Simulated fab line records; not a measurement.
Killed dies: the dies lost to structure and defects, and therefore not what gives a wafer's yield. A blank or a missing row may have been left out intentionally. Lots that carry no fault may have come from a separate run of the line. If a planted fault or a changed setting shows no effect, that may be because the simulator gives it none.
fab line records ; flow n5-finfet ; part 1 of 2: steps 1 to 16 of 24
record: lots: 5; wafers: 15; last-day: 16
route steps=1938 shown MOL_CONTACT_COAG@530
lots untouched by any fault: they come from a run of this same line in which no faults occurred
start-h: hours from the record's opening day to when the first of the lot's shown wafers began ; wait-h: how many hours have passed since the lot's step before this one ; " identical to the entry in the row above ; L1.1+2: a row that stands for several wafers ; - value missing, or start not given ; * or withheld: withheld ; < > ~ a bound
route shown NAME@n: a module of which the file shows steps, and the number in the route of the first ; usual: mean/standard deviation of fault-free wafers ; same: alike in all rows ; chamber/n: place in a boat ; sites: each site's reading ; _std_site: how widely they spread, as a standard deviation ; _edge_site: inner sites' mean taken away from outer sites' mean ; radius-mm: how far each site lies from the wafer's centre ; mask NAME#n: copy n ; behind: tool/chamber where the wafer was last shaped ; hold: why the lot went on hold/how many hours it stayed there/how the hold came to an end ; device: names the non-switching transistor (n, p or np) ; end of line: the tests these same wafers got at the end of their route ; a step given without rows: its recipe and nothing more ; killed: not the wafer's yield, but the dies lost to structure and defects at the first sort ; map: per-die view of a wafer (x killed, . not killed, _ where there is no die)
set.NAME: the setting the step ran with; set.NAME@STEP: the setting that earlier step ran with ; model.NAME: the simulator's own value behind a step, which no gauge read
lots at some steps of the route; a table a step, a row a wafer
services: the hour from which a tool's chamber was out of use, counted from the record's first day as start-h (under 0 if before that day), plus the number of hours and why
== steps ==
step: N5_MOL_CONTACT_COAG_ETCH_59
recipe: chemistry: N2/H2; target: underlayer; target-depth-a: 130; mask-material: CAR-EUV; time-s: 10.4; ion-energy-ev: 200; pressure-mtorr: 30; source-w: 840; bias-w: 150; n2-flow-sccm: 200; h2-flow-sccm: 200; ends: cleared
usual: drypump-motor-current-A: 5.6/0.48; etch-rf-on-time-s: 10.4/0.36; oes-product-au: 0.70/0.096; rf-vpp-V: 523.9/1.9; showerhead-plenum-p-Torr: 2.55/0.073; throttle-valve-pct: 17.91/0.22
lot.wafer;tool;chamber;start-h;wait-h;drypump-motor-current-A;etch-rf-on-time-s;oes-product-au;rf-hours-counter-h;rf-vpp-V;showerhead-plenum-p-Torr;throttle-valve-pct
L082.1;rie-diel-03;2;142.49;0.0;5.8;10.2;0.80;24;524.9;2.62;17.91
L082.3;rie-diel-03;3;142.49;0.0;5.5;10.6;0.60;227;525.9;2.64;18.37
L082.6;rie-diel-03;2;142.49;0.0;5.8;10.1;0.80;-;525.3;2.62;17.91
L084.3;rie-diel-03;1;152.81;0.0;5.9;10.1;0.84;2;523.0;2.48;17.65
L084.5;rie-diel-03;3;152.81;0.0;5.5;10.6;0.59;-;525.4;2.64;18.36
L084.6;rie-diel-03;1;152.81;0.0;5.9;10.1;0.84;-;522.0;2.48;17.65
L086.1;rie-diel-06;0;167.14;0.0;5.3;10.0;0.79;29;524.7;2.61;17.65
L086.3;rie-diel-06;3;167.14;0.0;4.9;10.7;0.59;203;526.8;2.63;18.03
L086.6;rie-diel-06;0;167.14;0.0;5.3;10.1;0.78;-;524.6;2.61;17.65
L088.1;rie-diel-05;1;175.92;0.0;5.1;10.5;0.72;32;525.0;2.59;17.65
L088.2;rie-diel-05;0;175.92;0.0;5.8;10.3;0.76;42;522.5;2.46;17.67
L088.3;rie-diel-05;3;175.92;0.0;6.1;11.0;0.59;198;524.3;2.53;18.18
L095.1;rie-diel-03;0;215.38;0.0;6.3;10.7;0.79;15;521.9;2.50;17.90
L095.3;rie-diel-03;2;215.38;0.0;5.8;10.2;0.76;54;524.9;2.60;17.96
L095.6;rie-diel-03;2;215.38;0.0;5.8;10.2;0.75;-;525.9;2.60;17.96
step: N5_MOL_CONTACT_COAG_ETCH_105
recipe: chemistry: CF4; target: SiARC; target-depth-a: 156; mask-material: CAR-EUV; time-s: 26; ion-energy-ev: 80; pressure-mtorr: 40; source-w: 545; bias-w: 36; Ar_flow_sccm: 100; cf4-flow-sccm: 100; ends: cleared
usual: drypump-motor-current-A: 5.6/0.48; etch-rf-on-time-s: 26.2/0.84; oes-product-au: 0.70/0.096; rf-vpp-V: 184.0/0.94; showerhead-plenum-p-Torr: 2.14/0.05; throttle-valve-pct: 15.59/0.29
lot.wafer;tool;chamber;start-h;wait-h;drypump-motor-current-A;etch-rf-on-time-s;oes-product-au;rf-hours-counter-h;rf-vpp-V;showerhead-plenum-p-Torr;throttle-valve-pct
L082.1;rie-diel-03;2;142.51;0.0;5.8;25.8;0.79;24;182.7;2.17;15.23
L082.3;rie-diel-03;3;142.51;0.0;5.5;26.7;0.59;227;185.5;2.19;15.90
L082.6;rie-diel-03;2;142.51;0.0;5.8;26.1;0.80;-;184.5;2.17;15.21
L084.3;rie-diel-03;1;152.83;0.0;5.9;25.4;0.84;2;183.0;2.09;15.34
L084.5;rie-diel-03;3;152.83;0.0;5.5;26.7;0.59;-;184.8;2.19;15.91
L084.6;rie-diel-03;1;152.83;0.0;5.9;25.3;0.83;-;184.1;2.09;15.35
L086.1;rie-diel-06;0;167.16;0.0;5.2;25.2;0.78;29;185.0;2.20;15.27
L086.3;rie-diel-06;3;167.16;0.0;4.8;26.5;0.59;203;185.3;2.21;15.89
L086.6;rie-diel-06;0;167.16;0.0;5.2;25.1;0.79;-;185.3;2.20;15.27
L088.1;rie-diel-05;1;175.94;0.0;5.1;26.8;0.72;32;184.7;2.17;15.38
L088.2;rie-diel-05;0;175.94;0.0;5.9;25.7;0.75;42;184.2;2.10;15.67
L088.3;rie-diel-05;3;175.94;0.0;6.1;27.8;0.59;198;184.2;2.13;15.84
L095.1;rie-diel-03;0;215.40;0.0;6.3;26.7;0.80;15;184.4;2.13;15.70
L095.3;rie-diel-03;2;215.40;0.0;5.8;25.6;0.76;54;184.9;2.16;15.26
L095.6;rie-diel-03;2;215.40;0.0;5.8;25.8;0.76;-;183.9;2.16;15.25
step: N5_MOL_CONTACT_COAG_ETCH_106
recipe: chemistry: N2/H2; target: SOC; target-depth-a: 800; overetch-a: 160; mask-material: SiARC; temp-c: 40; time-s: 120; ion-energy-ev: 200; pressure-mtorr: 30; source-w: 840; bias-w: 150; n2-flow-sccm: 200; h2-flow-sccm: 200
usual: drypump-motor-current-A: 5.6/0.48; oes-product-au: 0.74/0.094; rf-vpp-V: 523.9/1.8; showerhead-plenum-p-Torr: 2.55/0.073; temp-c: 40.00/0.1; throttle-valve-pct: 17.89/0.22
lot.wafer;tool;chamber;start-h;wait-h;drypump-motor-current-A;oes-product-au;rf-hours-counter-h;rf-vpp-V;showerhead-plenum-p-Torr;temp-c;throttle-valve-pct
L082.1;rie-diel-03;2;142.53;0.0;5.8;0.83;24;526.2;2.62;40.07;17.90
L082.3;rie-diel-03;3;142.53;0.0;5.5;0.63;227;526.1;2.64;40.06;18.33
L082.6;rie-diel-03;2;142.53;0.0;5.8;0.83;-;525.2;2.62;39.90;17.87
L084.3;rie-diel-03;1;152.85;0.0;5.9;0.87;2;521.8;2.48;40.17;17.61
L084.5;rie-diel-03;3;152.85;0.0;5.5;0.63;-;525.6;2.64;39.93;18.35
L084.6;rie-diel-03;1;152.85;0.0;5.9;0.86;-;522.4;2.48;39.98;17.61
L086.1;rie-diel-06;0;167.19;0.0;5.3;0.81;29;524.8;2.61;39.90;17.62
L086.3;rie-diel-06;3;167.19;0.0;4.8;0.63;203;525.2;2.63;39.94;18.03
L086.6;rie-diel-06;0;167.19;0.0;5.3;0.80;-;525.0;2.61;40.04;17.60
L088.1;rie-diel-05;1;175.97;0.0;5.1;0.77;32;524.0;2.59;40.03;17.62
L088.2;rie-diel-05;0;175.97;0.0;5.8;0.78;42;521.1;2.46;40.02;17.65
L088.3;rie-diel-05;3;175.97;0.0;6.1;0.64;198;523.9;2.53;39.83;18.14
L095.1;rie-diel-03;0;215.43;0.0;6.3;0.85;15;521.5;2.50;39.96;17.88
L095.3;rie-diel-03;2;215.43;0.0;5.8;0.79;54;526.3;2.60;40.02;17.93
L095.6;rie-diel-03;2;215.43;0.0;5.8;0.78;-;524.7;2.60;39.98;17.92
step: N5_MOL_CONTACT_COAG_STRIP_107
recipe: chemistry: N2/H2; temp-c: 40; n2-flow-sccm: 200; h2-flow-sccm: 200; rf-frequency-hz: 6e+07
lot.wafer;tool;chamber;start-h;wait-h
L082.1+3+6;rie-diel-03;2,3,2;142.61;0.0
L084.3+5+6;rie-diel-03;1,3,1;152.93;0.0
L086.1+3+6;rie-diel-06;0,3,0;167.27;0.0
L088.1+2+3;rie-diel-05;1,0,3;176.05;0.0
L095.1+3+6;rie-diel-03;0,2,2;215.51;0.0
step: N5_MOL_CONTACT_COAG_STRIP_108
recipe: chemistry: N2/H2; temp-c: 40; n2-flow-sccm: 200; h2-flow-sccm: 200; rf-frequency-hz: 6e+07
lot.wafer;tool;chamber;start-h;wait-h
L082.1+3+6;rie-diel-03;2,3,2;142.62;0.0
L084.3+5+6;rie-diel-03;1,3,1;152.94;0.0
L086.1+3+6;rie-diel-06;0,3,0;167.28;0.0
L088.1+2+3;rie-diel-05;1,0,3;176.06;0.0
L095.1+3+6;rie-diel-03;0,2,2;215.52;0.0
step: N5_MOL_CONTACT_COAG_CONTACT_ETCH_14
recipe: chemistry: C4F6/O2; target: SiO2; target-depth-a: 275; overetch-a: 85; mask-material: SOC; pressure-mtorr: 30; source-w: 370; bias-w: 185; Ar_flow_sccm: 300; C4F6_flow_sccm: 16; O2_flow_sccm: 10; time-s: 20; ion-energy-ev: 259.6
usual: drypump-motor-current-A: 5.6/0.48; oes_f_703_au: 0.81/0.11; oes-product-au: 0.70/0.089; rf-vpp-V: 692.9/2.3; showerhead-plenum-p-Torr: 2.88/0.072; throttle-valve-pct: 21.29/0.24
lot.wafer;tool;chamber;start-h;wait-h;drypump-motor-current-A;oes_f_703_au;oes-product-au;rf-hours-counter-h;rf-vpp-V;showerhead-plenum-p-Torr;throttle-valve-pct
L082.1;rie-diel-03;2;142.63;0.0;5.8;0.93;0.79;24;694.3;2.94;21.04
L082.3;rie-diel-03;3;142.63;0.0;5.5;0.68;0.61;227;695.2;2.93;21.38
L082.6;rie-diel-03;2;142.63;0.0;5.8;0.93;0.79;-;693.7;2.94;21.03
L084.3;rie-diel-03;1;152.95;0.0;5.9;0.97;0.82;2;691.8;2.80;21.02
L084.5;rie-diel-03;3;152.95;0.0;5.5;0.68;0.60;-;695.3;2.92;21.38
L084.6;rie-diel-03;1;152.95;0.0;5.9;0.98;0.82;-;691.7;2.80;21.02
L086.1;rie-diel-06;0;167.29;0.0;5.2;0.94;0.76;29;694.2;2.96;21.09
L086.3;rie-diel-06;3;167.29;0.0;4.8;0.69;0.60;203;696.2;3.01;21.72
L086.6;rie-diel-06;0;167.29;0.0;5.2;0.94;0.76;-;696.5;2.96;21.09
L088.1;rie-diel-05;1;176.07;0.0;5.0;0.83;0.74;32;695.3;2.92;21.04
L088.2;rie-diel-05;0;176.07;0.0;5.9;0.88;0.74;42;692.5;2.82;21.40
L088.3;rie-diel-05;3;176.07;0.0;6.1;0.68;0.61;198;691.0;2.86;21.44
L095.1;rie-diel-03;0;215.53;0.0;6.3;0.84;0.79;15;690.4;2.86;21.52
L095.3;rie-diel-03;2;215.53;0.0;5.8;0.88;0.75;54;695.0;2.93;21.09
L095.6;rie-diel-03;2;215.53;0.0;5.8;0.88;0.75;-;694.5;2.93;21.09
step: N5_MOL_CONTACT_COAG_STRIP_109
recipe: chemistry: C4F6/O2; resist: SiARC; rf-frequency-hz: 6e+07
lot.wafer;tool;chamber;start-h;wait-h
L082.1+3+6;rie-diel-03;2,3,2;142.66;0.0
L084.3+5+6;rie-diel-03;1,3,1;152.98;0.0
L086.1+3+6;rie-diel-06;0,3,0;167.32;0.0
L088.1+2+3;rie-diel-05;1,0,3;176.09;0.0
L095.1+3+6;rie-diel-03;0,2,2;215.56;0.0
step: N5_MOL_CONTACT_COAG_ETCH_15
recipe: chemistry: CH3F/O2; target: SiNx; target-depth-a: 70; mask-material: SOC; stop-on: Si:P; over-etch-frac: 0.75; ion-energy-ev: 120; pressure-mtorr: 30; source-w: 395; bias-w: 73; Ar_flow_sccm: 150; CH3F_flow_sccm: 30; O2_flow_sccm: 20
usual: drypump-motor-current-A: 5.6/0.48; oes_f_703_au: 0.81/0.11; oes-product-au: 0.60/0.076; rf-vpp-V: 297/7; showerhead-plenum-p-Torr: 2.00/0.051; throttle-valve-pct: 16.33/0.26
lot.wafer;tool;chamber;start-h;wait-h;drypump-motor-current-A;oes_f_703_au;oes-product-au;rf-hours-counter-h;rf-vpp-V;showerhead-plenum-p-Torr;throttle-valve-pct
L082.1;rie-diel-03;2;142.67;0.0;5.8;0.92;0.68;24;304;2.04;16.03
L082.3;rie-diel-03;3;142.67;0.0;5.5;0.68;0.52;227;303;2.04;16.51
L082.6;rie-diel-03;2;142.67;0.0;5.8;0.92;0.68;-;306;2.04;16.03
L084.3;rie-diel-03;1;152.99;0.0;5.9;0.96;0.70;2;296;1.95;16.08
L084.5;rie-diel-03;3;152.99;0.0;5.5;0.68;0.51;-;302;2.03;16.53
L084.6;rie-diel-03;1;152.99;0.0;5.9;0.95;0.70;-;298;1.95;16.09
L086.1;rie-diel-06;0;167.33;0.0;5.3;0.95;0.65;29;287;2.06;16.03
L086.3;rie-diel-06;3;167.33;0.0;4.8;0.69;0.51;203;293;2.09;16.72
L086.6;rie-diel-06;0;167.33;0.0;5.3;0.95;0.66;-;288;2.06;16.02
L088.1;rie-diel-05;1;176.10;0.0;5.1;0.84;0.64;32;307;2.03;16.11
L088.2;rie-diel-05;0;176.10;0.0;5.9;0.88;0.64;42;291;1.96;16.39
L088.3;rie-diel-05;3;176.10;0.0;6.1;0.68;0.53;198;294;1.98;16.53
L095.1;rie-diel-03;0;215.57;0.0;6.3;0.86;0.69;15;303;1.98;16.42
L095.3;rie-diel-03;2;215.57;0.0;5.8;0.87;0.64;54;306;2.03;16.08
L095.6;rie-diel-03;2;215.57;0.0;5.8;0.87;0.64;-;303;2.03;16.06
step: N5_MOL_CONTACT_COAG_ETCH_110
recipe: chemistry: CF4/O2; target: Si; target-depth-a: 25; time-s: 8; pressure-mtorr: 100; source-w: 200; bias-w: 12; ion-energy-ev: 60; Ar_flow_sccm: 100; cf4-flow-sccm: 100; O2_flow_sccm: 10
usual: drypump-motor-current-A: 5.6/0.48; oes_f_703_au: 0.81/0.11; oes-product-au: 0.82/0.11; rf-vpp-V: 128/3.5; showerhead-plenum-p-Torr: 2.22/0.051; throttle-valve-pct: 10.7/0.34
lot.wafer;tool;chamber;start-h;wait-h;drypump-motor-current-A;oes_f_703_au;oes-product-au;rf-hours-counter-h;rf-vpp-V;showerhead-plenum-p-Torr;throttle-valve-pct
L082.1;rie-diel-03;2;142.73;0.0;5.8;0.92;0.93;24;131;2.26;10.3
L082.3;rie-diel-03;3;142.73;0.0;5.5;0.67;0.70;227;130;2.28;11.1
L082.6;rie-diel-03;2;142.73;0.0;5.8;0.93;0.92;-;131;2.26;10.3
L084.3;rie-diel-03;1;153.05;0.0;5.9;0.96;0.98;2;127;2.17;10.4
L084.5;rie-diel-03;3;153.05;0.0;5.5;0.68;0.70;-;130;2.28;11.1
L084.6;rie-diel-03;1;153.05;0.0;5.9;0.96;0.99;-;127;2.17;10.4
L086.1;rie-diel-06;0;167.39;0.0;5.2;0.94;0.93;29;124;2.28;10.3
L086.3;rie-diel-06;3;167.39;0.0;4.8;0.69;0.68;203;126;2.30;11.1
L086.6;rie-diel-06;0;167.39;0.0;5.3;0.94;0.92;-;123;2.28;10.3
L088.1;rie-diel-05;1;176.16;0.0;5.1;0.84;0.85;32;131;2.25;10.4
L088.2;rie-diel-05;0;176.16;0.0;5.9;0.87;0.89;42;125;2.18;10.7
L088.3;rie-diel-05;3;176.16;0.0;6.1;0.67;0.69;198;127;2.21;11.0
L095.1;rie-diel-03;0;215.63;0.0;6.3;0.84;0.92;15;132;2.21;10.7
L095.3;rie-diel-03;2;215.63;0.0;5.8;0.88;0.88;54;130;2.25;10.4
L095.6;rie-diel-03;2;215.63;0.0;5.8;0.88;0.88;-;130;2.25;10.4
step: N5_MOL_CONTACT_COAG_STRIP_98
recipe: chemistry: N2/H2; power-w: 500; temp-c: 40; pressure-mtorr: 50; rf-frequency-hz: 6e+07; overash-fraction: 0.3; bias-power-w: 8; h2-frac: 0.5; n2-flow-sccm: 300; h2-flow-sccm: 300
usual: drypump-motor-current-A: 5.6/0.48; oes-product-au: 0.82/0.11; power-w: 500.1/1.4; rf-vpp-V: 54.1/1.4; showerhead-plenum-p-Torr: 3.36/0.093; temp-c: 39.99/0.12; throttle-valve-pct: 19.1/0.45
lot.wafer;tool;chamber;start-h;wait-h;drypump-motor-current-A;oes-product-au;power-w;rf-hours-counter-h;rf-vpp-V;showerhead-plenum-p-Torr;temp-c;throttle-valve-pct
L082.1;rie-diel-03;2;142.78;0.0;5.8;0.91;499.2;24;56.4;3.45;40.10;19.9
L082.3;rie-diel-03;3;142.78;0.0;5.5;0.71;498.6;227;54.7;3.49;40.10;19.6
L082.6;rie-diel-03;2;142.78;0.0;5.8;0.91;499.7;-;54.1;3.45;40.12;19.8
L084.3;rie-diel-03;1;153.10;0.0;5.9;0.98;498.0;2;53.9;3.28;40.29;18.7
L084.5;rie-diel-03;3;153.10;0.0;5.5;0.70;498.7;-;53.1;3.48;39.74;19.6
L084.6;rie-diel-03;1;153.10;0.0;5.9;0.99;498.1;-;52.2;3.28;40.10;18.7
L086.1;rie-diel-06;0;167.44;0.0;5.2;0.90;499.3;29;55.2;3.44;40.14;18.9
L086.3;rie-diel-06;3;167.44;0.0;4.8;0.69;499.5;203;53.2;3.47;40.03;18.8
L086.6;rie-diel-06;0;167.44;0.0;5.2;0.90;500.7;-;55.2;3.44;40.09;18.9
L088.1;rie-diel-05;1;176.21;0.0;5.1;0.85;501.6;32;54.0;3.41;39.86;18.7
L088.2;rie-diel-05;0;176.21;0.0;5.9;0.87;499.1;42;54.1;3.26;39.88;18.4
L088.3;rie-diel-05;3;176.21;0.0;6.1;0.71;501.7;198;52.6;3.35;39.82;19.4
L095.1;rie-diel-03;0;215.68;0.0;6.3;0.97;499.4;15;54.8;3.31;39.98;19.1
L095.3;rie-diel-03;2;215.68;0.0;5.8;0.87;501.4;54;56.6;3.44;40.10;19.9
L095.6;rie-diel-03;2;215.68;0.0;5.8;0.86;500.2;-;54.5;3.44;40.00;19.9
step: N5_MOL_CONTACT_COAG_CD_MEAS_99
recipe: target-cd-nm: 17.2; polarity: opening
usual: cd-nm: 17.2/0.48
lot.wafer;tool;chamber;start-h;wait-h;cd-nm
L082.1;cd-sem-02;-;142.85;-;17.9
L082.3;cd-sem-02;-;142.85;-;16.7
L082.6;cd-sem-02;-;142.85;-;17.9
L084.3;cd-sem-03;-;153.17;-;16.9
L084.5;cd-sem-03;-;153.17;-;17.2
L084.6;cd-sem-03;-;153.17;-;16.8
L086.1;cd-sem-03;-;167.51;-;17.1
L086.3;cd-sem-03;-;167.51;-;16.6
L086.6;cd-sem-03;-;167.51;-;17.6
L088.1;cd-sem-02;-;176.28;-;17.2
L088.2;cd-sem-02;-;176.28;-;17.6
L088.3;cd-sem-02;-;176.28;-;16.8
L095.1;cd-sem-02;-;215.75;-;16.8
L095.3;cd-sem-02;-;215.75;-;17.4
L095.6;cd-sem-02;-;215.75;-;17.3
step: N5_MOL_CONTACT_COAG_IMPLANT_129
recipe: species: Ge; energy-kev: 3; dose-cm2: 6e+14; tilt-deg: 0; rotation-deg: 0
lot.wafer;tool;chamber;start-h;wait-h
L082.1+3+6;implanter-01;0;142.88;0.0
L084.3+5+6;implanter-01;0;153.26;0.1
L086.1+3+6;implanter-01;0;167.54;0.0
L088.1+2+3;implanter-02;0;176.31;0.0
L095.1+3+6;implanter-02;0;215.78;0.0
step: N5_MOL_CONTACT_COAG_PRECLEAN_111
recipe: chemistry: NF3:NH3; afs-cycles: 1; temp-c: 30; time-s: 20; sublimation-temp-c: 180; sublimation-time-s: 60; pressure-torr: 3; rf-power-w: 30
usual: temp-c: 29.97/0.11
lot.wafer;tool;chamber;start-h;wait-h;temp-c
L082.1;remote-plasma-01;0;143.90;1.0;29.88
L082.3;remote-plasma-01;0;143.90;1.0;29.85
L082.6;remote-plasma-01;0;143.90;1.0;30.08
L084.3;remote-plasma-01;1;153.57;0.3;29.98
L084.5;remote-plasma-01;1;153.57;0.3;30.00
L084.6;remote-plasma-01;1;153.57;0.3;30.05
L086.1;remote-plasma-01;0;167.76;0.2;29.83
L086.3;remote-plasma-01;0;167.76;0.2;29.92
L086.6;remote-plasma-01;0;167.76;0.2;29.95
L088.1;remote-plasma-02;1;176.55;0.2;29.89
L088.2;remote-plasma-02;1;176.55;0.2;30.03
L088.3;remote-plasma-02;1;176.55;0.2;29.96
L095.1;remote-plasma-02;1;217.16;1.3;29.80
L095.3;remote-plasma-02;1;217.16;1.3;29.89
L095.6;remote-plasma-02;1;217.16;1.3;29.90
step: N5_MOL_CONTACT_COAG_TI_SIL_19
recipe: material: Ti; target-thk-a: 42; temp-c: 200; chamber-pressure-pa: 5; power-w: 5000; time-s: 15
usual: susceptor-temp-C: 199.99/0.14; throttle-valve-pct: 29.5/0.86
lot.wafer;tool;chamber;start-h;wait-h;susceptor-temp-C;throttle-valve-pct
L082.1;pvd-sputter-03;-;144.16;0.2;200.10;29.9
L082.3;pvd-sputter-03;-;144.16;0.2;200.05;30.6
L082.6;pvd-sputter-03;-;144.16;0.2;199.97;29.1
L084.3;pvd-sputter-02;-;153.97;0.4;200.06;29.0
L084.5;pvd-sputter-02;-;153.97;0.4;199.97;29.0
L084.6;pvd-sputter-02;-;153.97;0.4;200.15;29.7
L086.1;pvd-sputter-01;-;168.18;0.4;199.94;27.7
L086.3;pvd-sputter-01;-;168.18;0.4;199.92;29.6
L086.6;pvd-sputter-01;-;168.18;0.4;199.94;29.9
L088.1;pvd-sputter-02;-;176.75;0.2;200.09;30.5
L088.2;pvd-sputter-02;-;176.75;0.2;200.11;28.8
L088.3;pvd-sputter-02;-;176.75;0.2;200.12;30.6
L095.1;pvd-sputter-01;-;217.49;0.3;199.60;29.3
L095.3;pvd-sputter-01;-;217.49;0.3;200.20;29.9
L095.6;pvd-sputter-01;-;217.49;0.3;199.95;29.7
step: N5_MOL_CONTACT_COAG_ALD_20
recipe: material: TiN; target-thk-a: 15; temp-c: 400; ald-precursor-family: TiCl4; ald-co-reactant: NH3; pulse-time-s: 1; purge-time-s: 3; co-reactant-purge-time-s: 2; co-reactant-pulse-time-s: 2; ald-cycles: 68; pressure-torr: 3
usual: heater-power-w: 886/100; precursor-pulse-height-rel: 0.999/0.022; susceptor-temp-C: 400.00/0.23
same: purge-time-s: 3
lot.wafer;tool;chamber;start-h;wait-h;heater-power-w;precursor-pulse-height-rel;susceptor-temp-C
L082.1;ald-metal-03;0;144.28;0.1;979;0.990;400.49
L082.3;ald-metal-03;2;144.28;0.1;874;0.999;400.13
L082.6;ald-metal-03;0;144.28;0.1;982;0.972;400.27
L084.3;ald-metal-03;0;154.10;0.1;978;1.012;399.70
L084.5;ald-metal-03;1;154.10;0.1;761;0.973;400.42
L084.6;ald-metal-03;0;154.10;0.1;964;1.004;399.94
L086.1;ald-metal-03;0;168.30;0.1;997;0.959;399.94
L086.3;ald-metal-03;1;168.30;0.1;757;1.021;400.16
L086.6;ald-metal-03;1;168.30;0.1;768;0.961;400.19
L088.1;ald-metal-03;1;176.87;0.1;747;1.010;400.30
L088.2;ald-metal-03;2;176.87;0.1;862;1.008;400.40
L088.3;ald-metal-03;0;176.87;0.1;961;0.978;399.95
L095.1;ald-metal-02;1;217.62;0.1;691;0.977;400.08
L095.3;ald-metal-02;3;217.62;0.1;849;0.985;399.71
L095.6;ald-metal-02;1;217.62;0.1;710;1.025;399.77
step: N5_MOL_CONTACT_COAG_SIL_ANNEAL_21
recipe: temp-c: 550; time-s: 60; ambient: N2
usual: lamp-power-pct: 7.16/0.2; lamp_zone_5_pct: 7.17/0.2; lamp_zone_6_pct: 7.09/0.2; wafer_temp_C_max: 552.6/0.9
lot.wafer;tool;chamber;start-h;wait-h;lamp-power-pct;lamp_zone_5_pct;lamp_zone_6_pct;wafer_temp_C_max
L082.1;rtp-anneal-01;0;144.65;0.2;6.98;6.99;6.92;552.5
L082.3;rtp-anneal-01;0;144.65;0.2;6.98;6.99;6.93;552.9
L082.6;rtp-anneal-01;0;144.65;0.2;6.98;7.00;6.92;553.9
L084.3;rtp-anneal-02;0;154.53;0.3;7.40;7.43;7.33;552.1
L084.5;rtp-anneal-02;0;154.53;0.3;7.40;7.41;7.33;551.5
L084.6;rtp-anneal-02;0;154.53;0.3;7.39;7.42;7.33;551.7
L086.1;rtp-anneal-02;0;168.68;0.2;7.40;7.42;7.33;552.0
L086.3;rtp-anneal-02;0;168.68;0.2;7.39;7.42;7.33;551.4
L086.6;rtp-anneal-02;0;168.68;0.2;7.40;7.40;7.34;551.2
L088.1;rtp-anneal-02;0;177.31;0.3;7.40;7.41;7.33;552.0
L088.2;rtp-anneal-02;0;177.31;0.3;7.40;7.42;7.33;551.5
L088.3;rtp-anneal-02;0;177.31;0.3;7.40;7.41;7.34;551.3
L095.1;rtp-anneal-02;0;218.06;0.3;7.39;7.42;7.33;552.3
L095.3;rtp-anneal-02;0;218.06;0.3;7.39;7.43;7.33;551.8
L095.6;rtp-anneal-02;0;218.06;0.3;7.41;7.40;7.34;552.1
